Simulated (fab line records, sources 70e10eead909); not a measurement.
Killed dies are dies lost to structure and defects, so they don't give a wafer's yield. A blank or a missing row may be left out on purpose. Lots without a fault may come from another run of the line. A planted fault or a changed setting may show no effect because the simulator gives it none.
fab line records | flow nand_harc
record lots=6 wafers=18 last_day=24
route steps=1159 shown P_GATE@143
lots that met no fault: from a run of the same line without faults
start_h: hours from the record's first day to the start of the lot's first wafer shown | wait_h: hours since the lot's step before | " the same as in the row above | L1.1+2: a row that stands for several wafers | - no value, or no start given | * or withheld: withheld | < > ~ a bound
route shown NAME@n: a module of which the file shows steps, and the number in the route of the first | usual: mean/standard deviation of fault-free wafers | same: alike in all rows | chamber/n: place in a boat | sites: the reading at each site | _std_site: their standard deviation | _edge_site: outer sites' mean less inner sites' | radius_mm: how far each site lies from the wafer's centre | mask NAME#n: copy n | behind: the tool/chamber that last shaped the wafer | hold: why the lot was held/for how many hours/how that ended | device: the transistor (n, p or np) that didn't switch | end of line: the same wafers' tests at the end of the route | a step without rows: its recipe alone | killed: dies lost to structure and defects at the first sort, not the wafer's yield | map: a wafer's dies, x killed, . not, _ none there
set.NAME: the setting as run; set.NAME@STEP: as run at that earlier step | model.NAME: the simulator's own value behind a step, which no gauge read
lots at some steps of the route; a table a step, a row a wafer
services: from which hour (start_h, from the record's first day; less than 0 if before it) a tool's chamber was out of use, for how many hours, and why
## steps
# step NHARC_P_GATE_INSPECT_28
# usual raw_defect_count=6.0/2.7
# columns lot.wafer tool chamber start_h wait_h raw_defect_count
L968.1 defect_inspect-02 - 141.00 0.0 3
L968.2 " - " " 1
L968.6 " - " " 3
L970.1 defect_inspect-01 - 145.20 0.0 2
L970.4 " - " " 5
L970.5 " - " " 4
L976.2 defect_inspect-01 - 184.28 0.0 2
L976.3 " - " " 9
L976.6 " - " " 4
L979.1 defect_inspect-01 - 198.39 0.0 8
L979.4 " - " " 2
L979.6 " - " " 3
L982.1 defect_inspect-01 - 212.19 0.0 6
L982.4 " - " " 8
L982.5 " - " " 4
L984.1 defect_inspect-02 - 225.96 0.0 8
L984.2 " - " " 4
L984.6 " - " " 9
# step NHARC_P_GATE_DESCUM_31
# recipe time_s=3 o2_flow_sccm=200 ar_flow_sccm=0 bias_power_w=0 chemistry=O2
# step NHARC_P_GATE_ETCH_104
# recipe target_depth_a=600 time_s=withheld cf4_flow_sccm=100 chf3_flow_sccm=30 ar_flow_sccm=0 rf_w=500 bias_w=200 chemistry=CF4/CHF3
# usual drypump_motor_current_A=5.6/0.41 oes_product_au=0.941/0.02 rf_vpp_V=370.3/2.4 showerhead_plenum_p_Torr=1.56/0.068 throttle_valve_pct=16.802/0.0094
# columns lot.wafer tool chamber start_h wait_h drypump_motor_current_A oes_product_au rf_vpp_V showerhead_plenum_p_Torr throttle_valve_pct
L968.2 rie_diel-04 3 141.21 0.1 5.6 0.919 371.4 1.60 16.810
L968.1 " 2 " " 5.4 0.931 371.2 1.56 16.804
L968.6 " 3 " " 5.6 0.916 370.9 1.60 16.797
L970.1 rie_diel-03 1 145.73 0.2 5.4 0.923 372.6 1.62 16.801
L970.4 " 0 " " 5.1 0.911 370.8 1.55 16.780
L970.5 " 1 " " 5.4 0.924 371.7 1.62 16.783
L976.2 rie_diel-03 1 184.45 0.1 5.4 0.926 370.2 1.62 16.819
L976.3 " 2 " " 6.2 0.956 366.7 1.47 16.794
L976.6 " 3 " " 5.8 0.929 368.3 1.50 16.804
L979.4 rie_diel-03 0 198.55 0.1 5.1 0.980 369.0 1.55 16.802
L979.1 " 1 " " 5.4 0.927 369.6 1.62 16.803
L979.6 " 3 " " 5.7 0.929 368.3 1.50 16.803
L982.1 rie_diel-01 2 212.34 0.1 6.1 0.969 371.4 1.61 16.809
L982.4 " 0 " " 5.8 0.964 370.6 1.62 16.809
L982.5 " 3 " " 5.0 0.960 367.0 1.50 16.791
L984.2 rie_diel-01 1 226.11 0.1 5.3 0.987 374.5 1.69 16.809
L984.1 " 2 " " 6.1 0.985 372.6 1.61 16.803
L984.6 " 0 " " 5.8 0.948 372.5 1.62 16.790
# step NHARC_P_GATE_HM_OPEN_105
# recipe target_depth_a=3600 o2_flow_sccm=400 cos_flow_sccm=20 ar_flow_sccm=0 rf_w=500 bias_w=300 chemistry=O2/COS
# usual drypump_motor_current_A=5.6/0.4 o2_flow_sccm=400.1/1.2 oes_product_au=1.002/0.015 rf_vpp_V=466.8/3 showerhead_plenum_p_Torr=3.11/0.13 throttle_valve_pct=28.330/0.0077
# columns lot.wafer tool chamber start_h wait_h drypump_motor_current_A o2_flow_sccm oes_product_au rf_hours_counter_h rf_vpp_V showerhead_plenum_p_Torr throttle_valve_pct
L968.2 rie_diel-04 0 - - 5.0 398.9 1.022 9 471.7 3.30 28.335
L968.1 " 2 " " 5.4 399.7 1.008 7 467.6 3.10 28.332
L968.6 " 0 " " 5.0 399.4 1.020 - 469.6 3.30 28.328
L970.1 rie_diel-03 2 - - 6.2 400.5 1.024 20 464.3 2.93 28.331
L970.4 " 1 " " 5.4 399.7 0.993 20 469.6 3.21 28.338
L970.5 " 2 " " 6.2 401.1 1.038 - 461.3 2.93 28.327
L976.2 rie_diel-03 3 - - 5.8 401.2 0.994 23 462.4 2.98 28.338
L976.3 " 2 " " 6.2 400.1 1.030 25 463.0 2.93 28.322
L976.6 " 1 " " 5.4 400.1 0.989 - 469.5 3.21 28.325
L979.1 rie_diel-03 1 - - 5.4 400.0 0.989 29 469.4 3.21 28.336
L979.4 " 2 " " 6.2 399.4 1.027 27 462.3 2.92 28.323
L979.6 " 1 " " 5.4 401.2 0.987 - 469.3 3.21 28.330
L982.1 rie_diel-01 0 - - 5.8 399.4 0.993 22 470.1 3.22 28.322
L982.4 " 3 " " 5.0 399.2 0.978 23 463.7 2.97 28.330
L982.5 " 1 " " 5.3 399.4 1.020 - 472.7 3.36 28.328
L984.1 rie_diel-01 1 - - 5.3 400.5 1.013 25 471.3 3.36 28.337
L984.2 " 3 " " 5.0 400.1 0.986 28 462.2 2.96 28.324
L984.6 " 0 " " 5.8 399.2 0.990 - 468.1 3.21 28.322
# step NHARC_P_GATE_STRIP_106
# recipe o2_flow_sccm=400 cos_flow_sccm=20 ar_flow_sccm=0 bias_w=0 chemistry=O2/COS
# step NHARC_P_GATE_ETCH_114
# recipe target_depth_a=300 overetch_a=30 time_s=16.5 ion_energy_ev=100 cf4_flow_sccm=80 o2_flow_sccm=20 ar_flow_sccm=0 rf_w=300 bias_w=100 chemistry=CF4/O2
# usual drypump_motor_current_A=5.6/0.41 o2_flow_sccm=20.01/0.058 oes_product_au=1.002/0.016 rf_vpp_V=197.5/1.4 showerhead_plenum_p_Torr=1.32/0.059 throttle_valve_pct=13.397/0.0083
# columns lot.wafer tool chamber start_h wait_h drypump_motor_current_A o2_flow_sccm oes_product_au rf_hours_counter_h rf_vpp_V showerhead_plenum_p_Torr throttle_valve_pct
L968.2 rie_diel-04 2 - - 5.4 20.09 0.988 7 197.9 1.32 13.386
L968.1 " 3 " " 5.6 20.08 0.985 10 197.4 1.36 13.394
L968.6 " 0 " " 5.0 19.94 1.006 - 199.3 1.42 13.400
L970.1 rie_diel-03 2 - - 6.2 20.06 1.041 20 195.4 1.25 13.405
L970.4 " 3 " " 5.7 19.97 0.992 18 196.5 1.27 13.421
L970.5 " 1 " " 5.4 20.01 1.003 - 198.5 1.37 13.402
L976.2 rie_diel-03 3 - - 5.7 19.96 1.004 23 195.1 1.27 13.388
L976.3 " 1 " " 5.4 20.01 0.990 27 197.3 1.37 13.384
L976.6 " 1 " " 5.4 20.04 0.993 - 198.4 1.37 13.392
L979.4 rie_diel-03 2 - - 6.2 20.08 1.019 27 194.1 1.25 13.400
L979.1 " 0 " " 5.1 20.04 1.005 27 197.0 1.31 13.390
L979.6 " 3 " " 5.8 20.03 1.003 - 195.3 1.27 13.410
L982.1 rie_diel-01 3 - - 5.0 19.96 0.982 23 197.5 1.27 13.406
L982.4 " 0 " " 5.8 20.03 0.994 22 198.9 1.38 13.407
L982.5 " 3 " " 5.0 19.82 0.980 - 196.0 1.27 13.403
L984.1 rie_diel-01 1 - - 5.3 19.95 1.029 25 200.4 1.44 13.403
L984.2 " 2 " " 6.1 19.90 1.011 27 196.8 1.36 13.390
L984.6 " 3 " " 5.0 20.00 0.994 - 197.2 1.27 13.406
# step NHARC_P_GATE_ETCH_32
# recipe target_depth_a=1500 over_etch_frac=1 over_etch_ion_energy_ev=40 time_s=100.1 hbr_flow_sccm=150 cl2_flow_sccm=50 rf_w=400 icp_w=400 bias_w=100 chemistry=HBr/Cl2
# usual drypump_motor_current_A=6.00/0.29 he_backside_leak_sccm=2.68/0.23 oes_product_au=1.000/0.012 throttle_valve_pct=26.405/0.0084
# columns lot.wafer tool chamber start_h wait_h drypump_motor_current_A he_backside_leak_sccm oes_product_au rf_hours_counter_h throttle_valve_pct
L968.2 rie_si-04 0 141.79 - 5.89 2.75 0.992 0.2 26.412
L968.1 " 1 " " 6.01 2.28 1.003 0.2 26.404
L968.6 " 3 " " 6.09 2.92 1.003 - 26.415
L970.4 rie_si-05 2 146.43 - 6.14 2.89 1.008 0.5 26.397
L970.1 " 0 " " 6.29 2.89 0.991 0.7 26.397
L970.5 " 2 " " 6.16 2.95 1.001 - 26.403
L976.2 rie_si-05 2 184.86 - 6.13 2.98 1.021 0.9 26.387
L976.3 " 0 " " 6.31 2.89 1.018 1.1 26.400
L976.6 " 3 " " 6.00 2.71 1.021 - 26.405
L979.4 rie_si-04 3 198.93 - 6.11 3.17 1.004 0.7 26.401
L979.1 " 1 " " 6.06 2.40 1.005 0.7 26.409
L979.6 " 2 " " 5.45 2.42 0.995 - 26.411
L982.4 rie_si-05 2 212.86 - 6.14 2.66 1.006 1.2 26.403
L982.1 " 3 " " 5.99 2.62 1.011 1.2 26.412
L982.5 " 1 " " 6.08 2.70 0.990 - 26.407
L984.1 rie_si-04 0 226.50 - 5.91 2.77 0.984 1.1 26.400
L984.2 " 2 " " 5.45 2.43 0.983 1.0 26.400
L984.6 " 0 " " 5.93 2.63 0.999 - 26.391
# step NHARC_P_GATE_STRIP_108
# recipe o2_flow_sccm=500 ar_flow_sccm=0 bias_w=0 chemistry=O2
# step NHARC_P_GATE_CD_MEAS_33
# usual cd_nm=122/3.7
# columns lot.wafer tool chamber start_h wait_h cd_nm
L968.1 cd_sem-03 - 142.13 - 123
L968.2 " - " " 122
L968.6 " - " " 124
L970.1 cd_sem-01 - 146.74 - 115
L970.4 " - " " 128
L970.5 " - " " 118
L976.2 cd_sem-03 - 185.20 - 119
L976.3 " - " " 112
L976.6 " - " " 123
L979.1 cd_sem-01 - 199.26 - 128
L979.4 " - " " 120
L979.6 " - " " 121
L982.1 cd_sem-02 - 213.18 - 126
L982.4 " - " " 123
L982.5 " - " " 124
L984.1 cd_sem-03 - 226.85 - 121
L984.2 " - " " 116
L984.6 " - " " 120
# step NHARC_P_GATE_STRIP_35
# recipe time_s=600 temp_c=130 chemistry=SPM
# step NHARC_P_GATE_PRECLEAN_73
# recipe time_s=* temp_c=50 bath_age_min=0 chemistry=SC1
# step NHARC_P_GATE_SRD_74
# step NHARC_P_GATE_ALD_36
# recipe target_thk_a=200 pulse_time_s=60 ald_cycles=223 temp_c=400 material=SiNx
# usual ald_cycles=223/0 heater_power_w=810/74 precursor_pulse_height_rel=1.001/0.021
# columns lot.wafer tool chamber start_h wait_h ald_cycles heater_power_w precursor_pulse_height_rel
L968.2 ald_sin-03 0 144.01 - 223 751 1.028
L968.1 " 1 145.44 - 223 901 0.989
L968.6 " 1 149.71 - 223 910 0.998
L970.4 ald_sin-02 1 148.27 - 223 869 1.027
L970.1 " 3 150.39 - 223 886 1.015
L970.5 " 1 152.52 - 223 856 1.009
L976.3 ald_sin-02 0 185.65 - 247 653 0.991
L976.2 " 1 186.70 - 247 850 0.993
L976.6 " 1 190.88 - 247 863 0.962
L979.4 ald_sin-02 0 199.72 - 247 654 0.978
L979.1 " 1 200.77 - 247 868 1.000
L979.6 " 0 203.92 - 247 654 1.011
L982.1 ald_sin-03 3 213.64 - 223 757 1.004
L982.4 " 2 216.79 - 223 862 1.006
L982.5 " 0 218.89 - 223 764 1.012
L984.2 ald_sin-01 1 228.37 - 223 703 1.016
L984.1 " 2 229.43 - 223 776 0.987
L984.6 " 1 232.61 - 223 743 0.986
# step NHARC_P_GATE_ETCHBACK_37
# recipe target_depth_a=345 time_s=17.2 chf3_flow_sccm=50 o2_flow_sccm=10 ar_flow_sccm=200 rf_w=500 bias_w=200 chemistry=CHF3/O2
# usual drypump_motor_current_A=5.6/0.39 o2_flow_sccm=9.996/0.026 oes_product_au=0.95/0.035 rf_vpp_V=370.6/2.3 showerhead_plenum_p_Torr=2.41/0.099 throttle_valve_pct=20.572/0.0089
# columns lot.wafer tool chamber start_h wait_h drypump_motor_current_A o2_flow_sccm oes_product_au rf_hours_counter_h rf_vpp_V showerhead_plenum_p_Torr throttle_valve_pct
L968.1 rie_diel-03 2 - - 6.2 10.034 0.96 21 367.7 2.25 20.591
L968.2 " 0 " " 5.1 10.025 0.93 21 369.8 2.36 20.564
L968.6 " 2 " " 6.2 10.030 0.95 - 368.4 2.25 20.569
L970.1 rie_diel-03 1 - - 5.4 9.989 0.92 23 370.5 2.47 20.573
L970.4 " 2 " " 6.2 9.965 0.95 21 367.4 2.25 20.582
L970.5 " 0 " " 5.1 10.015 0.92 - 368.3 2.36 20.549
L976.2 rie_diel-03 2 - - 6.2 9.992 0.96 26 368.3 2.25 20.572
L976.3 " 3 " " 5.8 10.008 0.93 25 367.6 2.29 20.566
L976.6 " 1 " " 5.4 10.019 0.92 - 372.0 2.47 20.584
L979.4 rie_diel-01 0 - - 5.8 10.041 0.92 21 370.5 2.48 20.578
L979.1 " 2 " " 6.2 10.015 0.93 22 371.3 2.46 20.575
L979.6 " 0 " " 5.8 10.032 0.93 - 372.3 2.48 20.562
L982.1 rie_diel-04 1 - - 5.9 9.987 0.92 41 370.9 2.44 20.577
L982.4 " 2 " " 5.4 10.011 0.93 43 369.2 2.37 20.562
L982.5 " 1 " " 6.0 10.010 0.91 - 373.0 2.44 20.571
L984.1 rie_diel-03 1 - - 5.4 9.970 0.99 1 372.4 2.47 20.566
L984.2 " 3 " " 5.7 9.994 0.98 1 368.4 2.29 20.568
L984.6 " 2 " " 6.2 10.023 1.01 - 366.6 2.25 20.581
## services
# columns tool chamber start_h hours kind
ald_sin-02 1 117.99 23.3 repair
rie_si-05 3 119.83 5.1 repair
rie_diel-03 0 120.82 - clean
rie_diel-03 1 120.82 - clean
rie_diel-03 2 120.82 - clean
rie_diel-03 3 120.82 - clean
rie_diel-01 - 137.80 9.0 pm
rie_si-04 2 142.23 5.9 repair
rie_diel-03 0 145.36 - clean
rie_diel-03 1 145.36 - clean
rie_diel-03 2 145.36 - clean
rie_diel-03 3 145.36 - clean
rie_si-05 1 157.29 4.0 repair
rie_diel-01 - 168.95 1.2 repair
rie_diel-03 0 169.95 - clean
rie_diel-03 1 169.95 - clean
rie_diel-03 0 177.10 7.7 repair
ald_sin-03 3 188.18 14.7 repair
rie_si-05 1 196.86 1.7 repair
rie_si-05 - 203.56 0.6 repair
rie_si-04 1 212.61 6.5 repair
rie_diel-03 - 215.33 9.0 pm
ald_sin-02 - 231.46 10.0 pm
rie_diel-03 0 231.57 7.3 repair
## key
first_sign step=NHARC_P_GATE_ALD_36 reading=ald_cycles direction=up sigmas=99+ usual=223 struck=247
effect none on later readings
met_at NHARC_P_GATE_ALD_36
struck_wafers L976.2,L976.3,L976.6,L979.1,L979.4,L979.6
tester_left_out L976,L979
onset_between 148.27 185.65
fault kind=process_parameter_drift tool=ald_sin-02 chamber=- onset_h=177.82 steps=NHARC_P_GATE_ALD_36 channel=ald_cycles offset=24 shape=step end_h=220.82 stated=223
# tester_left_out: of these lots the tester's yield and bins aren't shown, on N5 and GAA mostly nor the transistor test; their killed dies are dies lost to structure and defects alone, not to doping, threshold or leakage, so they don't give the yield
